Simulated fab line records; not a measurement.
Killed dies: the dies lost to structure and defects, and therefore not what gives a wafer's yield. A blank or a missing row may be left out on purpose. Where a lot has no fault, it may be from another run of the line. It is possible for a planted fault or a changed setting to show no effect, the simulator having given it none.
Which tool is to blame? / flow n5-finfet / 12 lots (36 wafers sampled), 1 step of a 1938-step route

== WHAT THE GAUGES SHOWED, per wafer ==
N5_DUMMY_REMOVAL_INSPECT_06: inspects for defects (brightfield).
lot=L075; measured=day 4 06:52; on=defect-inspect-01; raw-defect-count=13 15 11
lot=L077; measured=day 4 21:55; on=defect-inspect-01; raw-defect-count=14 23 12
lot=L079; measured=day 5 05:44; on=defect-inspect-01; raw-defect-count=12 8 9
lot=L081; measured=day 5 20:52; on=defect-inspect-01; raw-defect-count=24 9 17
lot=L083; measured=day 6 09:32; on=defect-inspect-02; raw-defect-count=11 28 27
lot=L085; measured=day 6 20:25; on=defect-inspect-01; raw-defect-count=7 5 14
lot=L087; measured=day 7 06:43; on=defect-inspect-01; raw-defect-count=21 12 21
lot=L089; measured=day 7 16:06; on=defect-inspect-02; raw-defect-count=23 8 23
lot=L091; measured=day 8 03:22; on=defect-inspect-02; raw-defect-count=16 5 7
lot=L093; measured=day 8 16:22; on=defect-inspect-01; raw-defect-count=14 15 17
lot=L095; measured=day 9 03:28; on=defect-inspect-02; raw-defect-count=8 14 9
lot=L097; measured=day 9 14:59; on=defect-inspect-01; raw-defect-count=11 20 9

== EACH LOT AND THE TOOL THAT RAN IT (in order: tool; ch and the chambers of the sampled wafers; start) ==
There is no process step in the record ahead of these readings.

== THE ANSWER, worked out from the rows above alone ==
Rule: the lots themselves supply what counts as usual. Put in order of their means at a reading, lots are off if they are a third of the lots or fewer, leave a main group of 4 or more, and stand apart from it by a gap of 3 or more times the standard deviation of the main group's means; of several such gaps the widest counts. A main group whose means are all the same, to the digits that the tables above print for the reading, isn't used. A lot without any number at a reading at which 4 lots or more have one is off too. Any other lot the step has rows for is counted as sound.
No lot is off at any reading shown: from this, nothing can be told.

== WHAT HAD BEEN PUT IN BY THE SIMULATOR ==
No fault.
